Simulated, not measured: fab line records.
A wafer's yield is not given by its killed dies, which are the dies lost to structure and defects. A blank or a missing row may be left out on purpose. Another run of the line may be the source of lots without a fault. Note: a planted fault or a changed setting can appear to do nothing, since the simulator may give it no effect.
fab line records | flow nandHarc
[record] lots = 24 | wafers = 72 | lastDay = 33
route steps=1302 shown P_M0@275 P_M1@296
lots untouched by any fault: they come from a run of this same line in which no faults occurred
startH: the number of hours between the record's first day and the start of the first shown wafer of the lot | waitH: how many hours have passed since the lot's step before this one | " identical to the entry in the row above | L1.1+2: a row that stands for several wafers | - value missing, or start not given | * or withheld: withheld | < > ~ a bound
route shown NAME@n: a module of which the file shows steps, and the number in the route of the first | usual: mean/standard deviation taken from wafers without a fault | same: alike in all rows | chamber/n: place in a boat | sites: readings site by site | _std_site: standard deviation of those values | _edge_site: mean of outer sites minus mean of inner sites | radiusMm: for every site, how far away it sits from the centre of the wafer | mask NAME#n: copy n | behind: the tool/chamber that last shaped the wafer | hold: the reason the lot was held/the length of the hold in hours/how it ended | device: transistor that didn't switch, given as n, p or np | end of line: tests run on the same wafers once the route is complete | a step without rows: its recipe alone | killed: the dies lost at the first sort to structure and to defects; this is not the yield of the wafer | map: the dies of a wafer, with x for killed, . for not killed, _ for no die there
set.NAME: the setting as run; set.NAME@STEP: as run at that earlier step | model.NAME: the simulator's own value behind a step, which no gauge read
one table for each step of the route and one row for each wafer, over a sample of lots
services: from which hour (startH, from the record's first day; less than 0 if before it) a tool's chamber was out of use, for how many hours, and why
[[steps]]
[step NHARC_P_M0_PVD_21]
[recipe] targetThkA = 300 | chamberPressurePa = 5 | powerW = 5000 | substrateTempC = 30 | timeS = 20.49 | material = Cu
[usual] throttleValvePct = 29.5/1.2
lot.wafer | tool          | chamber | startH | waitH | throttleValvePct
L074.4    | pvdSputter-03 | -       | -      | -     | 30.3
L074.1    | "             | -       | "      | "     | 30.0
L074.6    | "             | -       | "      | "     | 28.9
L075.2    | pvdSputter-03 | -       | -      | -     | 30.6
L075.5    | "             | -       | "      | "     | 28.8
L075.6    | "             | -       | "      | "     | 29.9
L076.2    | pvdSputter-01 | -       | -      | -     | 30.2
L076.5    | "             | -       | "      | "     | 31.3
L076.6    | "             | -       | "      | "     | 30.1
L077.2    | pvdSputter-02 | -       | -      | -     | 28.1
L077.4    | "             | -       | "      | "     | 29.0
L077.6    | "             | -       | "      | "     | 27.9
L078.4    | pvdSputter-02 | -       | -      | -     | 29.3
L078.3    | "             | -       | "      | "     | 29.0
L078.6    | "             | -       | "      | "     | 28.9
L079.3    | pvdSputter-02 | -       | -      | -     | 29.3
L079.2    | "             | -       | "      | "     | 27.9
L079.1    | "             | -       | "      | "     | 28.8
L080.1    | pvdSputter-02 | -       | -      | -     | 28.8
L080.3    | "             | -       | "      | "     | 29.0
L080.5    | "             | -       | "      | "     | 28.8
L081.2    | pvdSputter-03 | -       | -      | -     | 31.2
L081.3    | "             | -       | "      | "     | 28.8
L081.5    | "             | -       | "      | "     | 29.4
L082.1    | pvdSputter-02 | -       | -      | -     | 28.7
L082.2    | "             | -       | "      | "     | 29.0
L082.5    | "             | -       | "      | "     | 28.9
L083.4    | pvdSputter-02 | -       | -      | -     | 29.0
L083.2    | "             | -       | "      | "     | 29.0
L083.5    | "             | -       | "      | "     | 29.0
L084.3    | pvdSputter-01 | -       | -      | -     | 32.4
L084.1    | "             | -       | "      | "     | 30.1
L084.6    | "             | -       | "      | "     | 30.1
L085.4    | pvdSputter-02 | -       | -      | -     | 27.9
L085.1    | "             | -       | "      | "     | 29.0
L085.2    | "             | -       | "      | "     | 28.7
L086.1    | pvdSputter-03 | -       | -      | -     | 28.9
L086.3    | "             | -       | "      | "     | 29.8
L086.4    | "             | -       | "      | "     | 29.3
L087.4    | pvdSputter-02 | -       | -      | -     | 28.7
L087.1    | "             | -       | "      | "     | 27.8
L087.6    | "             | -       | "      | "     | 28.8
L088.2    | pvdSputter-02 | -       | -      | -     | 28.9
L088.1    | "             | -       | "      | "     | 28.0
L088.5    | "             | -       | "      | "     | 28.0
L089.3    | pvdSputter-01 | -       | -      | -     | 31.5
L089.1    | "             | -       | "      | "     | 29.4
L089.6    | "             | -       | "      | "     | 30.4
L090.3    | pvdSputter-02 | -       | -      | -     | 29.1
L090.2    | "             | -       | "      | "     | 28.3
L090.6    | "             | -       | "      | "     | 27.5
L091.2    | pvdSputter-01 | -       | -      | -     | 31.6
L091.1    | "             | -       | "      | "     | 31.4
L091.3    | "             | -       | "      | "     | 30.6
L092.4    | pvdSputter-01 | -       | -      | -     | 31.8
L092.5    | "             | -       | "      | "     | 31.5
L092.6    | "             | -       | "      | "     | 30.3
L093.2    | pvdSputter-02 | -       | -      | -     | 29.1
L093.3    | "             | -       | "      | "     | 28.4
L093.6    | "             | -       | "      | "     | 27.5
L095.3    | pvdSputter-01 | -       | -      | -     | 29.3
L095.6    | "             | -       | "      | "     | 31.5
L095.5    | "             | -       | "      | "     | 30.4
L094.4    | pvdSputter-02 | -       | -      | -     | 29.0
L094.3    | "             | -       | "      | "     | 27.5
L094.1    | "             | -       | "      | "     | 30.1
L096.3    | pvdSputter-01 | -       | -      | -     | 31.7
L096.4    | "             | -       | "      | "     | 29.6
L096.2    | "             | -       | "      | "     | 31.8
L097.1    | pvdSputter-02 | -       | -      | -     | 28.5
L097.2    | "             | -       | "      | "     | 29.0
L097.5    | "             | -       | "      | "     | 30.2
[step NHARC_P_M0_CMP_23]
[recipe] tOverpolishS = 20 | targetThkNm = 117.54
[usual] motorCurrentA = 12.3/1.4 | timeToEndpointS = 29/3.7
lot.wafer | tool   | chamber | startH | waitH | motorCurrentA | timeToEndpointS
L074.4    | cmp-02 | 0       | 134.65 | -     | 11.4          | 27
L074.1    | "      | 1       | "      | "     | 14.0          | 29
L074.6    | "      | 1       | "      | "     | 13.4          | 30
L075.2    | cmp-02 | 3       | 139.64 | -     | 12.3          | 31
L075.6    | "      | 1       | "      | "     | 13.0          | 33
L075.5    | "      | 2       | "      | "     | 11.6          | 34
L076.2    | cmp-01 | 0       | 153.08 | -     | 12.2          | 25
L076.5    | "      | 3       | "      | "     | 15.0          | 33
L076.6    | "      | 0       | "      | "     | 11.8          | 29
L077.2    | cmp-03 | 1       | 160.22 | -     | 14.5          | 39
L077.4    | "      | 0       | "      | "     | 13.4          | 30
L077.6    | "      | 2       | "      | "     | 12.2          | 31
L078.3    | cmp-02 | 2       | 171.05 | -     | 10.9          | 30
L078.4    | "      | 1       | "      | "     | 13.0          | 32
L078.6    | "      | 3       | "      | "     | 12.0          | 29
L079.1    | cmp-02 | 1       | 172.22 | -     | 12.8          | 32
L079.2    | "      | 3       | "      | "     | 11.8          | 29
L079.3    | "      | 0       | "      | "     | 10.6          | 30
L080.3    | cmp-01 | 0       | 182.08 | -     | 11.8          | 25
L080.1    | "      | 1       | "      | "     | 11.4          | 27
L080.5    | "      | 3       | "      | "     | 15.7          | 32
L081.3    | cmp-03 | 3       | 199.11 | -     | 10.2          | 29
L081.2    | "      | 1       | "      | "     | 14.9          | 39
L081.5    | "      | 0       | "      | "     | 13.4          | 31
L082.1    | cmp-02 | 2       | 201.55 | -     | 11.3          | 31
L082.2    | "      | 3       | "      | "     | 12.3          | 30
L082.5    | "      | 2       | "      | "     | 11.4          | 32
L083.4    | cmp-03 | 3       | 221.96 | -     | 11.1          | 25
L083.2    | "      | 1       | "      | "     | 14.2          | 34
L083.5    | "      | 0       | "      | "     | 13.2          | 25
L084.3    | cmp-01 | 0       | 225.44 | -     | 11.6          | 25
L084.1    | "      | 1       | "      | "     | 11.6          | 28
L084.6    | "      | 2       | "      | "     | 12.0          | 24
L085.2    | cmp-01 | 3       | 238.37 | -     | 14.6          | 30
L085.1    | "      | 0       | "      | "     | 11.4          | 23
L085.4    | "      | 2       | "      | "     | 12.0          | 24
L086.4    | cmp-03 | 1       | 241.78 | -     | 14.7          | 36
L086.1    | "      | 3       | "      | "     | 10.3          | 28
L086.3    | "      | 0       | "      | "     | 13.6          | 27
L087.1    | cmp-01 | 0       | 263.78 | -     | 11.7          | 21
L087.4    | "      | 2       | "      | "     | 11.6          | 20
L087.6    | "      | 0       | "      | "     | 11.4          | 21
L088.1    | cmp-02 | 1       | 275.74 | -     | 12.8          | 30
L088.2    | "      | 3       | "      | "     | 12.3          | 30
L088.5    | "      | 0       | "      | "     | 10.7          | 28
L089.1    | cmp-03 | 0       | 281.35 | -     | 13.5          | 25
L089.3    | "      | 1       | "      | "     | 15.3          | 34
L089.6    | "      | 0       | "      | "     | 13.8          | 28
L090.3    | cmp-03 | 2       | 300.51 | -     | 13.2          | 25
L090.2    | "      | 3       | "      | "     | 10.9          | 27
L090.6    | "      | 3       | "      | "     | 10.8          | 26
L091.3    | cmp-02 | 3       | 301.08 | -     | 11.8          | 29
L091.2    | "      | 0       | "      | "     | 10.9          | 26
L091.1    | "      | 2       | "      | "     | 11.1          | 33
L092.4    | cmp-02 | 2       | 309.71 | -     | 11.5          | 32
L092.6    | "      | 3       | "      | "     | 11.5          | 28
L092.5    | "      | 0       | "      | "     | 10.9          | 27
L093.2    | cmp-01 | 1       | 317.89 | -     | 11.2          | 26
L093.3    | "      | 0       | "      | "     | 11.7          | 23
L093.6    | "      | 1       | "      | "     | 11.6          | 26
L095.3    | cmp-01 | 1       | 339.29 | -     | 11.3          | 26
L095.6    | "      | 1       | "      | "     | 10.6          | 29
L095.5    | "      | 2       | "      | "     | 11.8          | 24
L094.1    | cmp-02 | 3       | 339.62 | -     | 11.6          | 27
L094.4    | "      | 0       | "      | "     | 10.3          | 25
L094.3    | "      | 1       | "      | "     | 13.3          | 29
L096.2    | cmp-01 | 1       | 341.38 | -     | 11.4          | 28
L096.3    | "      | 2       | "      | "     | 11.6          | 25
L096.4    | "      | 0       | "      | "     | 11.9          | 27
L097.1    | cmp-01 | 0       | 353.77 | -     | 12.4          | 24
L097.2    | "      | 1       | "      | "     | 11.2          | 24
L097.5    | "      | 3       | "      | "     | 15.2          | 29
[step NHARC_P_M0_INSPECT_27]
[usual] rawDefectCount = 278/96
lot.wafer | tool             | chamber | startH | waitH | rawDefectCount
L074.1    | defectInspect-01 | -       | 135.12 | 0.0   | 194
L074.4    | "                | -       | "      | "     | 312
L074.6    | "                | -       | "      | "     | 258
L075.2    | defectInspect-02 | -       | 140.06 | 0.0   | 383
L075.5    | "                | -       | "      | "     | 352
L075.6    | "                | -       | "      | "     | 293
L076.2    | defectInspect-01 | -       | 153.53 | 0.0   | 186
L076.5    | "                | -       | "      | "     | 115
L076.6    | "                | -       | "      | "     | 177
L077.2    | defectInspect-01 | -       | 160.70 | 0.0   | 275
L077.4    | "                | -       | "      | "     | 170
L077.6    | "                | -       | "      | "     | 178
L078.3    | defectInspect-01 | -       | 171.55 | 0.0   | 246
L078.4    | "                | -       | "      | "     | 224
L078.6    | "                | -       | "      | "     | 205
L079.1    | defectInspect-02 | -       | 172.72 | 0.0   | 143
L079.2    | "                | -       | "      | "     | 277
L079.3    | "                | -       | "      | "     | 420
L080.1    | defectInspect-01 | -       | 182.52 | 0.0   | 662
L080.3    | "                | -       | "      | "     | 257
L080.5    | "                | -       | "      | "     | 465
L081.2    | defectInspect-02 | -       | 199.58 | 0.0   | 344
L081.3    | "                | -       | "      | "     | 384
L081.5    | "                | -       | "      | "     | 375
L082.1    | defectInspect-02 | -       | 202.02 | 0.0   | 318
L082.2    | "                | -       | "      | "     | 437
L082.5    | "                | -       | "      | "     | 298
L083.2    | defectInspect-02 | -       | 222.43 | 0.0   | 183
L083.4    | "                | -       | "      | "     | 210
L083.5    | "                | -       | "      | "     | 241
L084.1    | defectInspect-01 | -       | 225.87 | 0.0   | 274
L084.3    | "                | -       | "      | "     | 213
L084.6    | "                | -       | "      | "     | 311
L085.1    | defectInspect-02 | -       | 238.84 | 0.0   | 313
L085.2    | "                | -       | "      | "     | 183
L085.4    | "                | -       | "      | "     | 304
L086.1    | defectInspect-02 | -       | 242.25 | 0.0   | 342
L086.3    | "                | -       | "      | "     | 262
L086.4    | "                | -       | "      | "     | 240
L087.1    | defectInspect-02 | -       | 264.25 | 0.0   | 294
L087.4    | "                | -       | "      | "     | 281
L087.6    | "                | -       | "      | "     | 272
L088.1    | defectInspect-01 | -       | 276.19 | 0.0   | 211
L088.2    | "                | -       | "      | "     | 324
L088.5    | "                | -       | "      | "     | 294
L089.1    | defectInspect-02 | -       | 281.82 | 0.0   | 207
L089.3    | "                | -       | "      | "     | 474
L089.6    | "                | -       | "      | "     | 449
L090.2    | defectInspect-01 | -       | 301.00 | 0.0   | 265
L090.3    | "                | -       | "      | "     | 200
L090.6    | "                | -       | "      | "     | 182
L091.1    | defectInspect-02 | -       | 301.55 | 0.0   | 288
L091.2    | "                | -       | "      | "     | 208
L091.3    | "                | -       | "      | "     | 190
L092.4    | defectInspect-01 | -       | 310.10 | 0.0   | 224
L092.5    | "                | -       | "      | "     | 222
L092.6    | "                | -       | "      | "     | 331
L093.2    | defectInspect-02 | -       | 318.36 | 0.0   | 168
L093.3    | "                | -       | "      | "     | 166
L093.6    | "                | -       | "      | "     | 174
L095.3    | defectInspect-01 | -       | 339.76 | 0.0   | 299
L095.5    | "                | -       | "      | "     | 426
L095.6    | "                | -       | "      | "     | 218
L094.1    | defectInspect-02 | -       | 340.06 | 0.0   | 213
L094.3    | "                | -       | "      | "     | 242
L094.4    | "                | -       | "      | "     | 250
L096.2    | defectInspect-01 | -       | 341.85 | 0.0   | 392
L096.3    | "                | -       | "      | "     | 343
L096.4    | "                | -       | "      | "     | 294
L097.1    | defectInspect-02 | -       | 354.19 | 0.0   | 287
L097.2    | "                | -       | "      | "     | 240
L097.5    | "                | -       | "      | "     | 277
[step NHARC_P_M0_PRE_CLEAN_31]
[recipe] timeS = 12 | tempC = 370 | rfPowerW = 300 | gas = NH3
[usual] heaterPowerW = 633/81
lot.wafer | tool     | chamber | startH | waitH | heaterPowerW
L074.1    | pecvd-03 | 0       | 135.19 | 0.1   | 475
L074.6    | "        | 1       | "      | "     | 632
L074.4    | "        | 2       | "      | "     | 658
L075.2    | pecvd-03 | 1       | 140.15 | 0.1   | 669
L075.5    | "        | 0       | "      | "     | 489
L075.6    | "        | 1       | "      | "     | 670
L076.2    | pecvd-01 | 2       | 153.62 | 0.1   | 628
L076.6    | "        | 0       | "      | "     | 710
L076.5    | "        | 2       | "      | "     | 610
L077.2    | pecvd-03 | 2       | 160.76 | 0.1   | 553
L077.6    | "        | 2       | "      | "     | 548
L077.4    | "        | 1       | "      | "     | 589
L078.3    | pecvd-01 | 0       | 171.63 | 0.1   | 775
L078.4    | "        | 2       | "      | "     | 588
L078.6    | "        | 1       | "      | "     | 635
L079.1    | pecvd-01 | 0       | 172.79 | 0.1   | 814
L079.3    | "        | 1       | "      | "     | 555
L079.2    | "        | 2       | "      | "     | 575
L080.1    | pecvd-02 | 1       | 182.59 | 0.1   | 685
L080.3    | "        | 0       | "      | "     | 631
L080.5    | "        | 0       | "      | "     | 638
L081.3    | pecvd-03 | 2       | 199.64 | 0.1   | 655
L081.2    | "        | 1       | "      | "     | 720
L081.5    | "        | 0       | "      | "     | 494
L082.1    | pecvd-03 | 0       | 202.08 | 0.1   | 554
L082.2    | "        | 2       | "      | "     | 580
L082.5    | "        | 1       | "      | "     | 674
L083.2    | pecvd-02 | 0       | 222.53 | 0.1   | 705
L083.4    | "        | 1       | "      | "     | 706
L083.5    | "        | 0       | "      | "     | 691
L084.1    | pecvd-01 | 2       | 225.96 | 0.1   | 643
L084.3    | "        | 2       | "      | "     | 626
L084.6    | "        | 2       | "      | "     | 630
L085.1    | pecvd-03 | 0       | 238.92 | 0.1   | 471
L085.2    | "        | 1       | "      | "     | 721
L085.4    | "        | 1       | "      | "     | 712
L086.1    | pecvd-01 | 0       | 242.33 | 0.1   | 697
L086.4    | "        | 2       | "      | "     | 603
L086.3    | "        | 0       | "      | "     | 698
L087.1    | pecvd-03 | 1       | 264.35 | 0.1   | 710
L087.4    | "        | 0       | "      | "     | 519
L087.6    | "        | 1       | "      | "     | 704
L088.1    | pecvd-02 | 2       | 276.29 | 0.1   | 551
L088.2    | "        | 0       | "      | "     | 672
L088.5    | "        | 0       | "      | "     | 693
L089.3    | pecvd-02 | 1       | 281.97 | 0.1   | 605
L089.1    | "        | 2       | "      | "     | 629
L089.6    | "        | 0       | "      | "     | 676
L090.3    | pecvd-03 | 0       | 301.33 | 0.3   | 559
L090.2    | "        | 1       | "      | "     | 724
L090.6    | "        | 1       | "      | "     | 693
L091.2    | pecvd-01 | 1       | 301.62 | 0.1   | 561
L091.1    | "        | 0       | "      | "     | 822
L091.3    | "        | 1       | "      | "     | 573
L092.5    | pecvd-03 | 2       | 310.22 | 0.1   | 631
L092.4    | "        | 0       | "      | "     | 526
L092.6    | "        | 1       | "      | "     | 742
L093.3    | pecvd-03 | 2       | 318.44 | 0.1   | 643
L093.2    | "        | 0       | "      | "     | 499
L093.6    | "        | 1       | "      | "     | 707
L095.3    | pecvd-02 | 2       | 339.83 | 0.1   | 570
L095.6    | "        | 2       | "      | "     | 576
L095.5    | "        | 1       | "      | "     | 669
L094.1    | pecvd-02 | 2       | 340.16 | 0.1   | 599
L094.3    | "        | 1       | "      | "     | 668
L094.4    | "        | 2       | "      | "     | 574
L096.2    | pecvd-01 | 1       | 341.92 | 0.1   | 626
L096.4    | "        | 1       | "      | "     | 650
L096.3    | "        | 0       | "      | "     | 783
L097.2    | pecvd-02 | 2       | 354.25 | 0.1   | 591
L097.1    | "        | 0       | "      | "     | 629
L097.5    | "        | 2       | "      | "     | 574
[step NHARC_P_M1_OVL_MEAS_10]
[recipe] pitchNm = 260
[usual] overlayXNm = -0.2/0.89 | overlayYNm = 0.1/0.98
lot.wafer | tool       | chamber | startH | waitH | overlayXNm | overlayYNm
L074.1    | overlay-01 | -       | 136.59 | -     | -0.6       | 0.8
L074.4    | "          | -       | "      | "     | -1.3       | 0.0
L074.6    | "          | -       | "      | "     | -0.9       | 0.4
L075.2    | overlay-01 | -       | 141.59 | -     | -0.4       | 1.2
L075.5    | "          | -       | "      | "     | -0.2       | 1.0
L075.6    | "          | -       | "      | "     | -0.5       | 0.4
L076.2    | overlay-02 | -       | 154.88 | -     | 0.5        | 0.0
L076.5    | "          | -       | "      | "     | 0.2        | -0.1
L076.6    | "          | -       | "      | "     | 0.4        | 0.4
L077.2    | overlay-02 | -       | 162.18 | -     | 0.9        | -1.4
L077.4    | "          | -       | "      | "     | 1.2        | -1.2
L077.6    | "          | -       | "      | "     | 0.6        | -0.9
L078.3    | overlay-02 | -       | 173.03 | -     | 0.1        | 1.3
L078.4    | "          | -       | "      | "     | 0.4        | 1.1
L078.6    | "          | -       | "      | "     | 1.0        | 0.9
L079.1    | overlay-02 | -       | 174.21 | -     | -0.6       | 0.2
L079.2    | "          | -       | "      | "     | 0.1        | -0.4
L079.3    | "          | -       | "      | "     | -0.4       | -0.3
L080.1    | overlay-01 | -       | 183.87 | -     | 0.1        | 0.8
L080.3    | "          | -       | "      | "     | 0.5        | 1.4
L080.5    | "          | -       | "      | "     | 0.6        | 0.7
L081.2    | overlay-02 | -       | 200.93 | -     | -1.2       | 0.3
L081.3    | "          | -       | "      | "     | -1.2       | 0.1
L081.5    | "          | -       | "      | "     | -0.8       | 0.3
L082.1    | overlay-02 | -       | 203.37 | -     | -0.6       | 1.2
L082.2    | "          | -       | "      | "     | -0.1       | 1.5
L082.5    | "          | -       | "      | "     | -1.0       | 1.7
L083.2    | overlay-01 | -       | 224.06 | -     | -1.2       | -1.5
L083.4    | "          | -       | "      | "     | -1.4       | -2.0
L083.5    | "          | -       | "      | "     | -0.8       | -1.3
L084.1    | overlay-01 | -       | 227.52 | -     | -2.3       | -0.5
L084.3    | "          | -       | "      | "     | -2.8       | -0.9
L084.6    | "          | -       | "      | "     | -1.9       | -0.4
L085.1    | overlay-02 | -       | 240.33 | -     | -0.6       | -0.6
L085.2    | "          | -       | "      | "     | -0.6       | -1.1
L085.4    | "          | -       | "      | "     | -0.5       | -0.8
L086.1    | overlay-02 | -       | 244.02 | -     | 0.9        | -0.3
L086.3    | "          | -       | "      | "     | 1.6        | 0.2
L086.4    | "          | -       | "      | "     | 1.2        | -0.7
L087.1    | overlay-01 | -       | 265.71 | -     | -1.1       | 0.2
L087.4    | "          | -       | "      | "     | -1.1       | 0.6
L087.6    | "          | -       | "      | "     | -1.3       | 0.8
L088.1    | overlay-02 | -       | 277.57 | -     | 0.2        | 0.7
L088.2    | "          | -       | "      | "     | 1.3        | 0.8
L088.5    | "          | -       | "      | "     | 0.9        | 0.7
L089.1    | overlay-02 | -       | 283.36 | -     | 0.2        | -2.5
L089.3    | "          | -       | "      | "     | 0.3        | -2.3
L089.6    | "          | -       | "      | "     | -0.3       | -2.1
L090.2    | overlay-01 | -       | 302.59 | -     | -0.1       | 0.1
L090.3    | "          | -       | "      | "     | -0.1       | -0.1
L090.6    | "          | -       | "      | "     | -0.6       | 0.0
L091.1    | overlay-02 | -       | 303.20 | -     | -0.6       | 0.9
L091.2    | "          | -       | "      | "     | -1.3       | 1.4
L091.3    | "          | -       | "      | "     | -0.7       | 1.9
L092.4    | overlay-02 | -       | 311.79 | -     | 0.1        | 0.6
L092.5    | "          | -       | "      | "     | -0.1       | 0.6
L092.6    | "          | -       | "      | "     | 0.4        | 0.9
L093.2    | overlay-02 | -       | 319.72 | -     | 1.1        | -0.7
L093.3    | "          | -       | "      | "     | 0.8        | -0.3
L093.6    | "          | -       | "      | "     | 0.8        | -0.2
L095.3    | overlay-02 | -       | 341.28 | -     | 0.5        | 1.3
L095.5    | "          | -       | "      | "     | 0.2        | 1.2
L095.6    | "          | -       | "      | "     | -0.1       | 1.6
L094.1    | overlay-02 | -       | 341.60 | -     | 0.5        | 0.0
L094.3    | "          | -       | "      | "     | 0.1        | -0.4
L094.4    | "          | -       | "      | "     | 0.5        | -0.1
L096.2    | overlay-01 | -       | 343.39 | -     | -0.2       | 0.1
L096.3    | "          | -       | "      | "     | 0.5        | -0.6
L096.4    | "          | -       | "      | "     | -0.2       | -0.8
L097.1    | overlay-02 | -       | 355.66 | -     | -1.6       | -1.6
L097.2    | "          | -       | "      | "     | -0.2       | -1.0
L097.5    | "          | -       | "      | "     | -0.9       | -0.7
[step NHARC_P_M1_ANNEAL_31]
[recipe] tempC = 225 | timeS = 90
[usual] wafer_temp_C_max = 226.22/0.28
lot.wafer | tool         | chamber | startH | waitH | wafer_temp_C_max
L074.1    | rtpAnneal-01 | 0       | 138.55 | 0.3   | 226.25
L074.4    | "            | 0       | "      | "     | 226.32
L074.6    | "            | 0       | "      | "     | 226.34
L075.2    | rtpAnneal-02 | 0       | 143.56 | 0.4   | 226.10
L075.5    | "            | 0       | "      | "     | 226.00
L075.6    | "            | 0       | "      | "     | 226.38
L076.2    | rtpAnneal-02 | 0       | 156.85 | -     | 226.76
L076.5    | "            | 0       | "      | "     | 226.25
L076.6    | "            | 0       | "      | "     | 226.03
L077.2    | rtpAnneal-01 | 0       | 164.10 | 0.4   | 226.33
L077.4    | "            | 0       | "      | "     | 226.14
L077.6    | "            | 0       | "      | "     | 226.22
L078.3    | rtpAnneal-01 | 0       | 175.48 | -     | 226.40
L078.4    | "            | 0       | "      | "     | 225.78
L078.6    | "            | 0       | "      | "     | 226.17
L079.1    | rtpAnneal-02 | 0       | 176.44 | 0.3   | 226.30
L079.2    | "            | 0       | "      | "     | 226.67
L079.3    | "            | 0       | "      | "     | 226.44
L080.1    | rtpAnneal-01 | 0       | 185.77 | -     | 226.24
L080.3    | "            | 0       | "      | "     | 226.41
L080.5    | "            | 0       | "      | "     | 225.92
L081.2    | rtpAnneal-01 | 0       | 203.06 | -     | 226.06
L081.3    | "            | 0       | "      | "     | 226.03
L081.5    | "            | 0       | "      | "     | 225.92
L082.1    | rtpAnneal-01 | 0       | 205.32 | 0.4   | 225.95
L082.2    | "            | 0       | "      | "     | 226.17
L082.5    | "            | 0       | "      | "     | 226.35
L083.2    | rtpAnneal-01 | 0       | 225.96 | -     | 226.22
L083.4    | "            | 0       | "      | "     | 225.76
L083.5    | "            | 0       | "      | "     | 226.00
L084.1    | rtpAnneal-01 | 0       | 229.37 | -     | 226.19
L084.3    | "            | 0       | "      | "     | 226.49
L084.6    | "            | 0       | "      | "     | 226.37
L085.1    | rtpAnneal-01 | 0       | 242.30 | 0.3   | 226.12
L085.2    | "            | 0       | "      | "     | 226.09
L085.4    | "            | 0       | "      | "     | 226.13
L086.1    | rtpAnneal-01 | 0       | 245.98 | 0.3   | 226.31
L086.3    | "            | 0       | "      | "     | 226.52
L086.4    | "            | 0       | "      | "     | 226.45
L087.1    | rtpAnneal-02 | 0       | 267.60 | 0.3   | 225.84
L087.4    | "            | 0       | "      | "     | 226.05
L087.6    | "            | 0       | "      | "     | 226.13
L088.1    | rtpAnneal-02 | 0       | 279.43 | -     | 226.85
L088.2    | "            | 0       | "      | "     | 226.36
L088.5    | "            | 0       | "      | "     | 225.97
L089.1    | rtpAnneal-01 | 0       | 285.22 | -     | 225.98
L089.3    | "            | 0       | "      | "     | 226.46
L089.6    | "            | 0       | "      | "     | 226.18
L090.2    | rtpAnneal-01 | 0       | 304.49 | -     | 226.23
L090.3    | "            | 0       | "      | "     | 226.35
L090.6    | "            | 0       | "      | "     | 226.06
L091.1    | rtpAnneal-02 | 0       | 305.12 | 0.3   | 226.42
L091.2    | "            | 0       | "      | "     | 226.66
L091.3    | "            | 0       | "      | "     | 226.13
L092.4    | rtpAnneal-01 | 0       | 314.04 | 0.3   | 225.87
L092.5    | "            | 0       | "      | "     | 226.12
L092.6    | "            | 0       | "      | "     | 226.04
L093.2    | rtpAnneal-02 | 0       | 321.74 | 0.4   | 226.38
L093.3    | "            | 0       | "      | "     | 226.44
L093.6    | "            | 0       | "      | "     | 226.11
L095.3    | rtpAnneal-02 | 0       | 343.23 | -     | 225.90
L095.5    | "            | 0       | "      | "     | 226.50
L095.6    | "            | 0       | "      | "     | 226.21
L094.1    | rtpAnneal-01 | 0       | 343.45 | 0.3   | 226.41
L094.3    | "            | 0       | "      | "     | 225.98
L094.4    | "            | 0       | "      | "     | 225.99
L096.2    | rtpAnneal-01 | 0       | 345.29 | -     | 226.14
L096.3    | "            | 0       | "      | "     | 226.09
L096.4    | "            | 0       | "      | "     | 225.92
L097.1    | rtpAnneal-01 | 0       | 357.52 | -     | 225.97
L097.2    | "            | 0       | "      | "     | 225.97
L097.5    | "            | 0       | "      | "     | 225.99
[[services]]
tool          | chamber | startH | hours | kind
pecvd-02      | 2       | 111.25 | 14.1  | repair
pecvd-01      | -       | 130.08 | 13.0  | pm
pvdSputter-01 | -       | 134.84 | 7.9   | repair
cmp-01        | -       | 138.83 | 3.7   | repair
cmp-02        | -       | 144.52 | 4.0   | pm
cmp-01        | -       | 168.25 | 0.5   | repair
cmp-01        | -       | 169.58 | 1.6   | repair
cmp-01        | -       | 177.18 | 1.2   | repair
pecvd-03      | -       | 185.05 | 13.0  | pm
cmp-01        | -       | 185.50 | 4.0   | pm
pecvd-01      | 2       | 195.37 | 4.4   | repair
pecvd-01      | 2       | 211.66 | 7.9   | repair
pecvd-01      | -       | 214.50 | 0.7   | repair
pecvd-01      | 1       | 221.56 | 54.0  | repair
cmp-02        | -       | 241.66 | 2.0   | repair
cmp-02        | -       | 243.69 | 4.0   | pm
cmp-01        | -       | 271.92 | 0.4   | repair
pvdSputter-02 | -       | 282.00 | 10.0  | pm
cmp-02        | -       | 283.40 | 17.6  | repair
cmp-01        | -       | 283.50 | 4.0   | pm
cmp-01        | -       | 310.15 | 0.8   | repair
pvdSputter-02 | -       | 320.24 | 2.9   | repair
cmp-01        | -       | 331.86 | 1.0   | repair
cmp-02        | -       | 341.69 | 4.0   | pm
[[key]]
fault none
